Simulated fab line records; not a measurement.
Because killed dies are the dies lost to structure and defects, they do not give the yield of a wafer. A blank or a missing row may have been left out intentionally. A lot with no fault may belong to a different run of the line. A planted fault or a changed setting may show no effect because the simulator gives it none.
Matching of chambers	flow n5_finfet	4 sister chambers for N5_HKMG_FIN_ALD_75 on ald_hk-01
The step deposits Al2O3, target thk 1 nm, co reactant pulse time 1 s. 4 wafers are shown with their chamber, then 7 later ones without.

## WAFERS PAIRED WITH THEIR CHAMBERS
wafer	chamber	heater_power_w (W)
L074.3	1	119
L088.2	2	148
L093.1	3	177
L093.4	0	144

## WAFERS WITHOUT THEIR CHAMBER
wafer	heater_power_w (W)
L093.6	118
L095.1	141
L095.2	180
L095.3	152
L097.1	140
L097.3	147
L097.6	149

## EACH ONE'S CHAMBER
wafer	from the rows above	in truth
L093.6	1	1
L095.1	can't be placed: 0 or 2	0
L095.2	3	3
L095.3	can't be placed: 2 or 0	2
L097.1	can't be placed: 0 or 2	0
L097.3	can't be placed: 2 or 0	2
L097.6	can't be placed: 2 or 0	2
Correctly placed: 2 of 7. Cannot be placed on the basis of these rows: 5; the candidates contain the true chamber in 5. Wrongly placed: 0.
How it was worked out, from the rows above alone: a wafer's distance from a chamber is the root of the sum, over the readings, of the square of ((its reading less the chamber's mean) divided by the reading's scatter). The wafer belongs to the nearest chamber; if the next one is less than 2 further off, it can't be placed. A chamber's mean is the mean of its shown wafers. The scatter (one wafer shown for each chamber): square how far every hidden wafer sits from the nearest shown wafer, average those squares and take the square root.
